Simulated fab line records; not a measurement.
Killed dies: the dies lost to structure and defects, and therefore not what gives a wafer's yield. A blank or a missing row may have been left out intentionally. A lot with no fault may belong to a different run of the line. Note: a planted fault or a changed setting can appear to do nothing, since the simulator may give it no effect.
fab line records	flow nandHarc
[record] lots = 6	wafers = 18	lastDay = 34
route steps=1302 shown A_ZERO_WELL@405 A_SOURCE_PLATE@413 A_ONON_D1@425 END@1302
lots with no fault: from the same line, run without faults
startH: hours from the record's first day to the start of the lot's first wafer shown	waitH: time in hours since the lot's previous step	" same as the row above	L1.1+2: a single row standing in for several wafers	- no value, or no start given	* or withheld: withheld	< > ~ a bound
route shown NAME@n: a module of which the file shows steps, and the number in the route of the first	usual: mean and standard deviation over wafers with no fault	same: alike in all rows	chamber/n: place in a boat	sites: the reading at each site	_std_site: the values' standard deviation	_edge_site: mean of outer sites minus mean of inner sites	radiusMm: for every site, how far away it sits from the centre of the wafer	mask NAME#n: copy n	behind: the tool/chamber that last shaped the wafer	hold: reason for holding the lot/hours on hold/outcome of the hold	device: the n, p or np transistor that did not switch	end of line: tests run on the same wafers once the route is complete	a step with no rows: only its recipe	killed: at the first sort, the dies lost to defects and structure; wafer yield is something else	map: per-die view of a wafer (x killed, . not killed, _ where there is no die)
set.NAME: the setting as run; set.NAME@STEP: as run at that earlier step	model.NAME: the simulator's own value behind a step, which no gauge read
lots at some steps of the route; a table a step, a row a wafer
services: from which hour (startH, from the record's first day; less than 0 if before it) a tool's chamber was out of use, for how many hours, and why
[[steps]]
[step NHARC_A_ZERO_WELL_ETCH_13]
[recipe] targetDepthA = 1200	timeS = 40.1	hbrFlowSccm = 150	cl2FlowSccm = 50	rfW = 400	icpW = 400	biasW = 100	chemistry = HBr/Cl2
[usual] drypumpMotorCurrentA = 5.9/0.42	mfcCl2Sccm = 50.02/0.14	oesProductAu = 1.004/0.01	throttleValvePct = 26.406/0.01
lot.wafer	tool	chamber	startH	waitH	drypumpMotorCurrentA	mfcCl2Sccm	oesProductAu	rfHoursCounterH	throttleValvePct
L272.3	rieSi-04	1	148.61	-	6.4	49.96	0.989	0.9	26.409
L272.6	"	2	"	"	5.0	50.01	1.005	-	26.409
L272.5	"	1	"	"	6.4	49.92	0.998	-	26.402
L273.2	rieSi-05	3	149.19	-	5.5	50.24	0.992	0.1	26.400
L273.1	"	0	"	"	5.8	50.07	1.026	0.0	26.404
L273.3	"	2	"	"	5.4	50.24	1.012	0.1	26.423
L282.1	rieSi-05	2	238.59	-	5.4	49.88	1.002	0.6	26.402
L282.3	"	3	"	"	5.5	50.18	0.983	0.7	26.423
L282.5	"	0	"	"	5.7	50.02	1.016	-	26.406
L285.4	rieSi-05	0	270.68	-	5.8	50.39	1.016	1.0	26.412
L285.6	"	0	"	"	5.8	50.29	1.014	-	26.391
L285.5	"	1	"	"	5.8	50.08	0.983	-	26.426
L294.4	rieSi-06	2	352.32	-	6.2	50.03	0.998	0.7	26.418
L294.3	"	3	"	"	6.2	49.78	0.993	0.6	26.401
L294.5	"	2	"	"	6.2	49.98	0.999	-	26.417
L293.4	rieSi-04	0	353.51	-	5.6	49.95	0.998	0.0	26.411
L293.3	"	2	"	"	5.0	50.04	1.020	0.0	26.405
L293.5	"	0	"	"	5.6	49.89	1.000	-	26.395
[step NHARC_A_ZERO_WELL_STRIP_14]
[recipe] timeS = 900	tempC = 130	chemistry = SPM
[step NHARC_A_ZERO_WELL_IMPLANT_15]
[recipe] energyKev = 150	doseCm2 = 1e+13	tiltDeg = 7
[step NHARC_A_ZERO_WELL_PRECLEAN_22]
[recipe] timeS = 60	tempC = 50	bathAgeMin = 0	chemistry = SC1
[step NHARC_A_ZERO_WELL_SRD_23]
[step NHARC_A_ZERO_WELL_RTA_16]
[recipe] tempC = 1000	timeS = 10
[usual] lampPowerPct = 33.6/0.39	wafer_temp_C_max = 1006.2/1.1
lot.wafer	tool	chamber	startH	waitH	lampPowerPct	wafer_temp_C_max
L272.3	rtpAnneal-01	0	149.57	-	34.0	1006.4
L272.5	"	0	"	"	34.0	1005.9
L272.6	"	0	"	"	34.0	1006.9
L273.1	rtpAnneal-01	0	150.10	-	33.9	1006.1
L273.2	"	0	"	"	34.0	1005.5
L273.3	"	0	"	"	34.0	1005.6
L282.1	rtpAnneal-02	0	239.46	-	33.3	1007.8
L282.3	"	0	"	"	33.2	1009.7
L282.5	"	0	"	"	33.2	1004.2
L285.4	rtpAnneal-01	0	271.75	-	34.0	1004.9
L285.5	"	0	"	"	34.0	1008.0
L285.6	"	0	"	"	34.0	1005.4
L294.3	rtpAnneal-01	0	353.28	-	33.9	1006.6
L294.4	"	0	"	"	33.9	1004.2
L294.5	"	0	"	"	33.9	1005.9
L293.3	rtpAnneal-01	0	354.47	-	34.0	1004.7
L293.4	"	0	"	"	34.0	1004.3
L293.5	"	0	"	"	34.0	1003.8
[step NHARC_A_ZERO_WELL_INSPECT_17]
[usual] rawDefectCount = 11/6
lot.wafer	tool	chamber	startH	waitH	rawDefectCount
L272.3	defectInspect-01	-	149.71	0.1	16
L272.5	"	-	"	"	2
L272.6	"	-	"	"	10
L273.1	defectInspect-02	-	150.29	0.2	14
L273.2	"	-	"	"	19
L273.3	"	-	"	"	10
L282.1	defectInspect-02	-	239.66	0.2	31
L282.3	"	-	"	"	27
L282.5	"	-	"	"	17
L285.4	defectInspect-01	-	271.96	0.1	14
L285.5	"	-	"	"	7
L285.6	"	-	"	"	4
L294.3	defectInspect-01	-	353.42	0.1	4
L294.4	"	-	"	"	11
L294.5	"	-	"	"	5
L293.3	defectInspect-01	-	354.61	0.1	14
L293.4	"	-	"	"	3
L293.5	"	-	"	"	9
[step NHARC_A_SOURCE_PLATE_PRECLEAN_00]
[recipe] timeS = 60	chemistry = HF-LAST
[step NHARC_A_SOURCE_PLATE_SRD_01]
[step NHARC_A_SOURCE_PLATE_OXIDE_02]
[recipe] targetThkA = 100	tempC = 900	oxTimeS = 1362	material = SiO2
[step NHARC_A_SOURCE_PLATE_THK_MEAS_09]
[recipe] thkMeasGauge = ellipsometry
[usual] thkNm = 9.9/1
lot.wafer	tool	chamber	startH	waitH	thkNm
L273.1	filmMetro-02	-	156.54	0.4	10.9
L273.2	"	-	"	"	11.4
L273.3	"	-	"	"	7.7
L272.3	filmMetro-01	-	156.55	0.4	9.8
L272.5	"	-	"	"	10.3
L272.6	"	-	"	"	12.0
L282.1	filmMetro-01	-	247.81	0.4	9.4
L282.3	"	-	"	"	9.3
L282.5	"	-	"	"	10.0
L285.4	filmMetro-02	-	279.73	0.4	9.7
L285.5	"	-	"	"	12.3
L285.6	"	-	"	"	8.7
L294.3	filmMetro-02	-	360.76	0.4	9.8
L294.4	"	-	"	"	7.5
L294.5	"	-	"	"	8.7
L293.3	filmMetro-01	-	360.76	0.4	10.7
L293.4	"	-	"	"	8.6
L293.5	"	-	"	"	9.4
[step NHARC_A_SOURCE_PLATE_PVD_04]
[recipe] targetThkA = 500	material = WSi2
lot.wafer	tool	chamber	startH	waitH
L273.3+2+1	pvdSputter-02	-	156.62	0.1
L272.3+5+6	pvdSputter-03	-	156.65	0.1
L282.1+3+5	pvdSputter-03	-	247.87	0.1
L285.4+5+6	pvdSputter-03	-	279.84	0.1
L293.4+3+5	pvdSputter-01	-	360.84	0.1
L294.4+3+5	pvdSputter-02	-	360.85	0.1
[step NHARC_A_SOURCE_PLATE_CVD_03]
[recipe] targetThkA = 2000	tempC = 620	pressureMtorr = 200	timeS = 4000	material = poly-Si
[step NHARC_A_SOURCE_PLATE_ANNEAL_05]
[recipe] tempC = 850	timeS = 1800
[step NHARC_A_SOURCE_PLATE_THK_MEAS_06]
[recipe] thkMeasGauge = ellipsometry
[usual] thkNm = 199.3/2.2
lot.wafer	tool	chamber	startH	waitH	thkNm
L273.1	filmMetro-02	-	170.01	0.4	201.1
L273.2	"	-	"	"	199.1
L273.3	"	-	"	"	201.3
L272.3	filmMetro-01	-	170.01	0.4	203.4
L272.5	"	-	"	"	203.3
L272.6	"	-	"	"	205.3
L282.1	filmMetro-01	-	262.79	0.4	196.0
L282.3	"	-	"	"	194.4
L282.5	"	-	"	"	195.4
L285.4	filmMetro-02	-	292.85	0.4	195.8
L285.5	"	-	"	"	199.5
L285.6	"	-	"	"	197.8
L293.3	filmMetro-02	-	373.82	0.4	197.9
L293.4	"	-	"	"	197.7
L293.5	"	-	"	"	196.5
L294.3	filmMetro-02	-	373.83	0.4	198.7
L294.4	"	-	"	"	197.9
L294.5	"	-	"	"	200.4
[step NHARC_A_SOURCE_PLATE_INSPECT_08]
[usual] rawDefectCount = 58/23
lot.wafer	tool	chamber	startH	waitH	hold	rawDefectCount
L273.1	defectInspect-01	-	170.07	0.0	-	80
L273.2	"	-	"	"	-	54
L273.3	"	-	"	"	-	33
L272.3	defectInspect-02	-	170.07	0.0	-	64
L272.5	"	-	"	"	-	94
L272.6	"	-	"	"	-	52
L282.1	defectInspect-02	-	262.90	0.0	awaitDispo/0.2h/release	645
L282.3	"	-	"	"	awaitDispo/0.2h/release	620
L282.5	"	-	"	"	awaitDispo/0.2h/release	586
L282.1	defectInspect-02	-	263.07	0.2	-	640
L282.3	"	-	"	"	-	617
L282.5	"	-	"	"	-	593
L285.4	defectInspect-02	-	292.95	0.0	awaitDispo/0.2h/release	690
L285.5	"	-	"	"	awaitDispo/0.2h/release	564
L285.6	"	-	"	"	awaitDispo/0.2h/release	632
L285.4	defectInspect-02	-	293.13	0.2	-	683
L285.5	"	-	"	"	-	558
L285.6	"	-	"	"	-	632
L293.3	defectInspect-02	-	373.89	0.0	-	31
L293.4	"	-	"	"	-	23
L293.5	"	-	"	"	-	37
L294.3	defectInspect-01	-	373.89	0.0	-	20
L294.4	"	-	"	"	-	18
L294.5	"	-	"	"	-	28
[step NHARC_A_ONON_D1_THK_MEAS_02]
[recipe] thkMeasGauge = ellipsometry
[usual] thkNm = 1005/8.3
lot.wafer	tool	chamber	startH	waitH	thkNm
L273.1	filmMetro-01	-	170.65	-	1018
L273.2	"	-	"	"	1015
L273.3	"	-	"	"	1017
L272.3	filmMetro-02	-	170.65	-	1018
L272.5	"	-	"	"	1021
L272.6	"	-	"	"	1018
L282.1	filmMetro-02	-	265.78	-	1016
L282.3	"	-	"	"	1016
L282.5	"	-	"	"	1016
L285.4	filmMetro-02	-	303.96	-	1014
L285.5	"	-	"	"	1013
L285.6	"	-	"	"	1016
L293.3	filmMetro-02	-	388.00	-	1010
L293.4	"	-	"	"	1009
L293.5	"	-	"	"	1011
L294.3	filmMetro-02	-	388.01	-	1007
L294.4	"	-	"	"	1008
L294.5	"	-	"	"	1005
[step NHARC_A_ONON_D1_DEP_03]
[recipe] targetThkA = 10000	n2FlowSccm = 2750	n2oFlowSccm = 2000	nh3FlowSccm = 500	sih4FlowSccm = 210	tempC = 400
[step NHARC_A_ONON_D1_THK_MEAS_05]
[recipe] thkMeasGauge = ellipsometry
[usual] thkNm = 1002/14
lot.wafer	tool	chamber	startH	waitH	thkNm
L273.1	filmMetro-02	-	171.21	-	989
L273.2	"	-	"	"	991
L273.3	"	-	"	"	988
L272.3	filmMetro-01	-	171.22	-	1009
L272.5	"	-	"	"	1008
L272.6	"	-	"	"	1006
L282.1	filmMetro-02	-	266.35	-	999
L282.3	"	-	"	"	999
L282.5	"	-	"	"	997
L285.4	filmMetro-01	-	304.53	-	986
L285.5	"	-	"	"	987
L285.6	"	-	"	"	986
L293.3	filmMetro-02	-	388.56	-	990
L293.4	"	-	"	"	992
L293.5	"	-	"	"	993
L294.3	filmMetro-02	-	388.58	-	1000
L294.4	"	-	"	"	1001
L294.5	"	-	"	"	998
[step NHARC_A_ONON_D1_DEP_06]
[recipe] targetThkA = 10000	n2FlowSccm = 2750	n2oFlowSccm = 2000	nh3FlowSccm = 500	sih4FlowSccm = 210	tempC = 400
[step NHARC_A_ONON_D1_THK_MEAS_08]
[recipe] thkMeasGauge = ellipsometry
[usual] thkNm = 997/9.9
lot.wafer	tool	chamber	startH	waitH	thkNm
L273.1	filmMetro-01	-	171.77	-	1006
L273.2	"	-	"	"	1006
L273.3	"	-	"	"	1007
L272.3	filmMetro-02	-	171.78	-	1006
L272.5	"	-	"	"	1003
L272.6	"	-	"	"	1004
L282.1	filmMetro-02	-	266.92	-	1003
L282.3	"	-	"	"	1002
L282.5	"	-	"	"	1002
L285.4	filmMetro-02	-	305.09	-	995
L285.5	"	-	"	"	996
L285.6	"	-	"	"	994
L293.3	filmMetro-02	-	389.13	-	977
L293.4	"	-	"	"	974
L293.5	"	-	"	"	977
L294.3	filmMetro-02	-	389.15	-	996
L294.4	"	-	"	"	998
L294.5	"	-	"	"	998
[step NHARC_A_ONON_D1_DEP_09]
[recipe] targetThkA = 10000	n2FlowSccm = 2750	n2oFlowSccm = 2000	nh3FlowSccm = 500	sih4FlowSccm = 210	tempC = 400
[step NHARC_A_ONON_D1_THK_MEAS_11]
[recipe] thkMeasGauge = ellipsometry
[usual] thkNm = 996/11
lot.wafer	tool	chamber	startH	waitH	thkNm
L273.1	filmMetro-01	-	172.33	-	984
L273.2	"	-	"	"	983
L273.3	"	-	"	"	982
L272.3	filmMetro-02	-	172.35	-	1000
L272.5	"	-	"	"	1001
L272.6	"	-	"	"	1001
L282.1	filmMetro-01	-	267.49	-	1007
L282.3	"	-	"	"	1008
L282.5	"	-	"	"	1005
L285.4	filmMetro-02	-	305.65	-	1006
L285.5	"	-	"	"	1006
L285.6	"	-	"	"	1008
L293.3	filmMetro-02	-	389.69	-	1000
L293.4	"	-	"	"	1000
L293.5	"	-	"	"	1001
L294.3	filmMetro-02	-	389.84	-	991
L294.4	"	-	"	"	991
L294.5	"	-	"	"	990
[step NHARC_A_ONON_D1_DEP_12]
[recipe] targetThkA = 10000	n2FlowSccm = 2750	n2oFlowSccm = 2000	nh3FlowSccm = 500	sih4FlowSccm = 210	tempC = 400
[step NHARC_A_ONON_D1_THK_MEAS_14]
[recipe] thkMeasGauge = ellipsometry
[usual] thkNm = 1000/11
lot.wafer	tool	chamber	startH	waitH	thkNm
L273.1	filmMetro-02	-	172.90	-	992
L273.2	"	-	"	"	992
L273.3	"	-	"	"	991
L272.3	filmMetro-01	-	172.94	-	1007
L272.5	"	-	"	"	1007
L272.6	"	-	"	"	1008
L282.1	filmMetro-01	-	268.09	-	1000
L282.3	"	-	"	"	999
L282.5	"	-	"	"	1001
L285.4	filmMetro-02	-	306.74	-	1007
L285.5	"	-	"	"	1008
L285.6	"	-	"	"	1008
L293.3	filmMetro-02	-	390.26	-	1013
L293.4	"	-	"	"	1011
L293.5	"	-	"	"	1012
L294.3	filmMetro-02	-	390.42	-	986
L294.4	"	-	"	"	985
L294.5	"	-	"	"	985
[step NHARC_A_ONON_D1_ANNEAL_15]
[recipe] tempC = 750	timeS = 3600
[step NHARC_A_ONON_D1_DEP_16]
[recipe] targetThkA = 10000	n2FlowSccm = 2750	n2oFlowSccm = 2000	nh3FlowSccm = 500	sih4FlowSccm = 210	tempC = 400
[step NHARC_A_ONON_D1_THK_MEAS_18]
[recipe] thkMeasGauge = ellipsometry
[usual] thkNm = 1001/11
lot.wafer	tool	chamber	startH	waitH	thkNm
L273.1	filmMetro-02	-	180.42	-	989
L273.2	"	-	"	"	992
L273.3	"	-	"	"	989
L272.3	filmMetro-01	-	180.42	-	1002
L272.5	"	-	"	"	1005
L272.6	"	-	"	"	1003
L282.1	filmMetro-02	-	273.57	-	994
L282.3	"	-	"	"	996
L282.5	"	-	"	"	995
L285.4	filmMetro-01	-	311.21	-	989
L285.5	"	-	"	"	992
L285.6	"	-	"	"	990
L293.3	filmMetro-02	-	398.01	-	1000
L293.4	"	-	"	"	1000
L293.5	"	-	"	"	1000
L294.3	filmMetro-02	-	398.02	-	1005
L294.4	"	-	"	"	1007
L294.5	"	-	"	"	1007
[step NHARC_A_ONON_D1_DEP_19]
[recipe] targetThkA = 10000	n2FlowSccm = 2750	n2oFlowSccm = 2000	nh3FlowSccm = 500	sih4FlowSccm = 210	tempC = 400
[step NHARC_A_ONON_D1_THK_MEAS_21]
[recipe] thkMeasGauge = ellipsometry
[usual] thkNm = 1001/11
lot.wafer	tool	chamber	startH	waitH	thkNm
L273.1	filmMetro-01	-	180.99	-	990
L273.2	"	-	"	"	992
L273.3	"	-	"	"	991
L272.3	filmMetro-02	-	181.00	-	980
L272.5	"	-	"	"	981
L272.6	"	-	"	"	980
L282.1	filmMetro-01	-	274.13	-	1020
L282.3	"	-	"	"	1019
L282.5	"	-	"	"	1019
L285.4	filmMetro-02	-	311.78	-	981
L285.5	"	-	"	"	981
L285.6	"	-	"	"	982
L293.3	filmMetro-02	-	398.57	-	1008
L293.4	"	-	"	"	1009
L293.5	"	-	"	"	1007
L294.3	filmMetro-02	-	398.58	-	1014
L294.4	"	-	"	"	1013
L294.5	"	-	"	"	1013
[step NHARC_A_ONON_D1_DEP_22]
[recipe] targetThkA = 10000	n2FlowSccm = 2750	n2oFlowSccm = 2000	nh3FlowSccm = 500	sih4FlowSccm = 210	tempC = 400
[step NHARC_A_ONON_D1_THK_MEAS_24]
[recipe] thkMeasGauge = ellipsometry
[usual] thkNm = 998/12
lot.wafer	tool	chamber	startH	waitH	thkNm
L273.1	filmMetro-01	-	181.56	-	998
L273.2	"	-	"	"	999
L273.3	"	-	"	"	998
L272.3	filmMetro-02	-	181.57	-	991
L272.5	"	-	"	"	991
L272.6	"	-	"	"	992
L282.1	filmMetro-02	-	274.70	-	967
L282.3	"	-	"	"	970
L282.5	"	-	"	"	966
L285.4	filmMetro-01	-	312.35	-	1010
L285.5	"	-	"	"	1006
L285.6	"	-	"	"	1006
L293.3	filmMetro-02	-	399.15	-	1004
L293.4	"	-	"	"	1005
L293.5	"	-	"	"	1004
L294.3	filmMetro-02	-	399.27	-	1014
L294.4	"	-	"	"	1014
L294.5	"	-	"	"	1014
[step NHARC_A_ONON_D1_DEP_25]
[recipe] targetThkA = 10000	n2FlowSccm = 2750	n2oFlowSccm = 2000	nh3FlowSccm = 500	sih4FlowSccm = 210	tempC = 400
[step NHARC_A_ONON_D1_THK_MEAS_27]
[recipe] thkMeasGauge = ellipsometry
[usual] thkNm = 1000/9
lot.wafer	tool	chamber	startH	waitH	thkNm
L273.1	filmMetro-01	-	182.12	-	1003
L273.2	"	-	"	"	1003
L273.3	"	-	"	"	1003
L272.3	filmMetro-01	-	182.14	-	1003
L272.5	"	-	"	"	1002
L272.6	"	-	"	"	1003
L282.1	filmMetro-01	-	275.27	-	987
L282.3	"	-	"	"	986
L282.5	"	-	"	"	988
L285.4	filmMetro-02	-	312.92	-	1013
L285.5	"	-	"	"	1014
L285.6	"	-	"	"	1012
L293.3	filmMetro-02	-	399.71	-	1008
L293.4	"	-	"	"	1006
L293.5	"	-	"	"	1006
L294.3	filmMetro-02	-	399.97	-	1011
L294.4	"	-	"	"	1010
L294.5	"	-	"	"	1009
[step NHARC_A_ONON_D1_DEP_28]
[recipe] targetThkA = 10000	n2FlowSccm = 2750	n2oFlowSccm = 2000	nh3FlowSccm = 500	sih4FlowSccm = 210	tempC = 400
[step NHARC_A_ONON_D1_THK_MEAS_30]
[recipe] thkMeasGauge = ellipsometry
[usual] thkNm = 998/10
lot.wafer	tool	chamber	startH	waitH	thkNm
L273.1	filmMetro-02	-	182.69	-	997
L273.2	"	-	"	"	993
L273.3	"	-	"	"	997
L272.3	filmMetro-01	-	182.71	-	990
L272.5	"	-	"	"	991
L272.6	"	-	"	"	991
L282.1	filmMetro-01	-	275.83	-	1002
L282.3	"	-	"	"	1003
L282.5	"	-	"	"	1003
L285.4	filmMetro-01	-	313.99	-	989
L285.5	"	-	"	"	990
L285.6	"	-	"	"	990
L293.3	filmMetro-02	-	400.28	-	1003
L293.4	"	-	"	"	999
L293.5	"	-	"	"	1002
L294.3	filmMetro-02	-	400.63	-	1001
L294.4	"	-	"	"	1000
L294.5	"	-	"	"	1001
[step NHARC_A_ONON_D1_DEP_33]
[recipe] targetThkA = 2000	tempC = 400	pressureTorr = 6.5	rfW = 900	teosFlowSccm = 161.4	flowSccm = 2650	targetThkNm = 200	gas = O2	material = SiO2
[usual] chamberPressureTorr = 6.499/0.015	heaterPowerW = 511/81	throttleValvePct = 15.7/0.59
lot.wafer	tool	chamber	startH	waitH	chamberPressureTorr	heaterPowerW	sinceWetCleanH	throttleValvePct
L273.2	pecvd-01	0	182.75	0.1	6.481	601	40	15.3
L273.3	"	1	"	"	6.509	509	40	15.2
L273.1	"	2	"	"	6.524	411	40	16.2
L272.3	pecvd-04	1	182.85	0.1	6.486	636	82	16.2
L272.5	"	0	"	"	6.515	514	-	16.2
L272.6	"	1	"	"	6.493	639	-	16.3
L282.1	pecvd-01	1	275.89	0.1	6.505	405	133	15.3
L282.3	"	2	"	"	6.497	441	133	16.5
L282.5	"	2	"	"	6.502	446	-	16.5
L285.6	pecvd-01	1	324.27	10.3	6.486	445	-	15.1
L285.5	"	2	"	"	6.503	398	-	16.7
L285.4	"	0	"	"	6.531	502	-	15.6
L293.3	pecvd-02	0	400.33	0.1	6.490	605	160	16.0
L293.5	"	0	"	"	6.499	627	-	15.9
L293.4	"	1	"	"	6.499	577	-	15.9
L294.3	pecvd-04	0	400.78	0.1	6.495	519	119	15.5
L294.5	"	2	"	"	6.499	468	-	14.9
L294.4	"	0	"	"	6.492	534	-	16.0
[step NHARC_END_SORT_01]
[recipe] tempC = 25
[usual] defectLimitedYield = 91.0/2.6	killedAtArray = 57/17	killedAtOther = 0.5/0.82	killedAtPeriphery = 4.0/2.8	killedDies = 61/18	killedOpen = 2.9/2	killedShort = 2.3/1.7
[same] grossDies = 677
lot.wafer	tool	chamber	startH	waitH	defectLimitedYield[%]	killedAtArray	killedAtOther	killedAtPeriphery	killedDies	killedOpen	killedShort
L273.1	prober-02	0	577.12	2.5	91.3	57	0	2	59	3	0
L273.2	prober-02	0	577.93	2.8	88.9	73	0	2	75	2	6
L273.3	prober-02	0	578.74	3.1	94.7	35	1	0	36	4	3
L272.3	prober-01	0	578.75	3.1	92.8	45	0	4	49	6	1
L272.5	prober-01	0	580.33	3.7	92.6	47	0	3	50	5	4
L272.6	prober-01	0	581.12	4.0	92.5	44	0	7	51	4	1
L294.3	prober-02	0	794.50	3.1	89.2	71	0	2	73	1	6
L294.4	prober-02	0	795.29	3.4	90.1	61	0	6	67	2	1
L294.5	prober-02	0	796.08	3.7	91.4	56	0	2	58	1	1
L293.3	prober-02	0	804.81	3.1	89.7	64	1	5	70	3	4
L293.4	prober-02	0	805.62	3.4	90.7	60	0	3	63	0	4
L293.5	prober-02	0	806.43	3.7	88.6	73	0	4	77	3	1
// killed by level:class
L273.1 A_CHANNEL_HOLE_D2:chamberFilmFlake=29 A_CHANNEL_HOLE_D1:chamberFilmFlake=16 A_DECK1_JOINT:chamberFilmFlake=3 A_CONTACT:chamberFilmFlake=3 A_ONON_D2:geometricParticle:open=2 A_SGD_CUT:chamberFilmFlake=2 P_CONTACT:geometricParticle:open=1 P_ZERO_WELL:chamberFilmFlake=1
L273.2 A_CHANNEL_HOLE_D1:chamberFilmFlake=37 A_CHANNEL_HOLE_D2:chamberFilmFlake=19 A_STAIRCASE:chamberFilmFlake=4 A_CONTACT:chamberFilmFlake=4 A_CHANNEL_FILL_D1:geometricParticle:short=2 A_WL_FILL:geometricParticle:short=2 P_CONTACT:geometricParticle:short=1 A_M0:geometricParticle:short=1
L273.3 A_CHANNEL_HOLE_D1:chamberFilmFlake=13 A_CHANNEL_HOLE_D2:chamberFilmFlake=10 A_DECK1_JOINT:chamberFilmFlake=2 A_ONON_D1:geometricParticle:short=1 A_CHANNEL_FILL_D1:geometricParticle:open=1 A_ONON_D2:geometricParticle:short=1 A_CHANNEL_HOLE_D2:geometricParticle:open=1 A_CHANNEL_FILL_D2:geometricParticle:open=1
L272.3 A_SLIT:chamberFilmFlake=28 A_CHANNEL_HOLE_D2:chamberFilmFlake=6 A_CHANNEL_FILL_D1:chamberFilmFlake=2 P_GATE:geometricParticle:open=1 P_CONTACT:geometricParticle:open=1 A_ONON_D1:geometricParticle:short=1 A_CHANNEL_FILL_D2:geometricParticle:open=1 A_WL_FILL:geometricParticle:open=1
L272.5 A_SLIT:chamberFilmFlake=30 A_CHANNEL_HOLE_D2:chamberFilmFlake=6 A_CHANNEL_FILL_D1:geometricParticle:short=3 A_CONTACT:chamberFilmFlake=2 P_GATE:geometricParticle:open=1 P_M0:geometricParticle:open=1 A_DECK1_JOINT:geometricParticle:open=1 A_ONON_D2:geometricParticle:open=1
L272.6 A_SLIT:chamberFilmFlake=26 A_CHANNEL_HOLE_D2:chamberFilmFlake=7 A_WL_FILL:chamberFilmFlake=3 P_CONTACT:geometricParticle:open=2 P_ZERO_WELL:chamberFilmFlake=2 A_CONTACT:chamberFilmFlake=2 A_ONON_D2:geometricParticle:short=1 A_CONTACT:geometricParticle:open=1
L294.3 A_CHANNEL_HOLE_D2:chamberFilmFlake=29 A_CONTACT:chamberFilmFlake=18 A_SLIT:chamberFilmFlake=11 A_CHANNEL_HOLE_D1:chamberFilmFlake=4 A_M1:chamberFilmFlake=2 P_GATE:geometricParticle:short=1 P_M0:geometricParticle:short=1 A_CHANNEL_FILL_D1:geometricParticle:short=1
L294.4 A_CHANNEL_HOLE_D2:chamberFilmFlake=33 A_CONTACT:chamberFilmFlake=17 P_ZERO_WELL:chamberFilmFlake=4 A_SLIT:chamberFilmFlake=4 A_M1:chamberFilmFlake=3 P_M1:geometricParticle:open=1 P_M2:geometricParticle:short=1 A_DECK1_JOINT:geometricParticle:open=1
L294.5 A_CHANNEL_HOLE_D2:chamberFilmFlake=25 A_CONTACT:chamberFilmFlake=13 A_SLIT:chamberFilmFlake=7 A_CHANNEL_FILL_D1:chamberFilmFlake=4 P_GATE:chamberFilmFlake=2 A_CHANNEL_FILL_D1:geometricParticle:open=1 A_CHANNEL_FILL_D1:geometricParticle:short=1 A_DECK1_JOINT:chamberFilmFlake=1
L293.3 A_CHANNEL_HOLE_D2:chamberFilmFlake=25 A_SLIT:chamberFilmFlake=18 A_CHANNEL_HOLE_D1:chamberFilmFlake=11 P_CONTACT:chamberFilmFlake=4 A_STAIRCASE:chamberFilmFlake=3 A_CONTACT:geometricParticle:open=2 P_M1:geometricParticle:short=1 A_CHANNEL_FILL_D1:geometricParticle:short=1
L293.4 A_SLIT:chamberFilmFlake=22 A_CHANNEL_HOLE_D2:chamberFilmFlake=17 A_CHANNEL_HOLE_D1:chamberFilmFlake=10 A_STAIRCASE:chamberFilmFlake=3 A_M0:geometricParticle:short=2 P_CONTACT:chamberFilmFlake=2 A_CONTACT:chamberFilmFlake=2 A_CHANNEL_FILL_D1:geometricParticle:short=1
L293.5 A_CHANNEL_HOLE_D2:chamberFilmFlake=26 A_SLIT:chamberFilmFlake=19 A_CHANNEL_HOLE_D1:chamberFilmFlake=16 A_WL_FILL:chamberFilmFlake=4 P_CONTACT:chamberFilmFlake=3 A_STAIRCASE:chamberFilmFlake=3 A_CHANNEL_FILL_D1:geometricParticle:open=1 A_SGD_CUT:geometricParticle:open=1
[[services]]
tool	chamber	startH	hours	kind
rieSi-05	-	128.00	9.0	pm
pecvd-01	-	130.13	13.0	pm
pecvd-02	1	132.52	12.1	repair
rieSi-04	3	145.92	3.9	repair
rieSi-05	2	163.79	3.9	repair
rieSi-04	-	165.00	9.0	pm
pvdSputter-03	-	170.06	10.0	pm
pecvd-01	-	170.30	2.1	repair
pvdSputter-03	-	199.81	7.9	repair
pvdSputter-01	-	226.00	10.0	pm
pecvd-02	-	227.21	13.0	pm
pecvd-01	-	237.66	0.9	repair
pecvd-04	-	269.00	13.0	pm
pvdSputter-02	-	282.00	10.0	pm
pvdSputter-03	-	285.83	1.8	repair
rieSi-04	2	302.08	8.6	repair
rieSi-05	-	305.00	9.0	pm
pecvd-01	-	311.13	13.0	pm
pecvd-01	2	325.41	5.6	repair
rieSi-04	-	342.00	9.0	pm
pvdSputter-03	-	348.06	10.0	pm
rieSi-04	3	364.77	3.0	repair
rtpAnneal-01	-	372.00	12.0	pm
pvdSputter-02	-	388.96	3.0	repair
[[key]]
[firstSign] step = NHARC_A_SOURCE_PLATE_INSPECT_08	reading = visit	direction = added
[effect] step = NHARC_A_SOURCE_PLATE_INSPECT_08	reading = rawDefectCount	direction = up	sigmas = 24	usual = 58	struck = 623
metAt NHARC_A_SOURCE_PLATE_PVD_04
struckWafers L282.1,L282.3,L282.5,L285.4,L285.5,L285.6
scrappedBehind NHARC_A_CHANNEL_HOLE_D1_INSPECT_12 L282.1,L282.3,L282.5,L285.4,L285.5,L285.6
onsetBetween 156.65 247.87
alsoFits NHARC_A_ZERO_WELL_ETCH_13:rieSi-05
[fault] kind = chamberParticleSource	tool = pvdSputter-03	chamber = -	onsetH = 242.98	steps = NHARC_A_SOURCE_PLATE_PVD_04	ratePerVisitCm2 = 0.8677	endH = 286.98
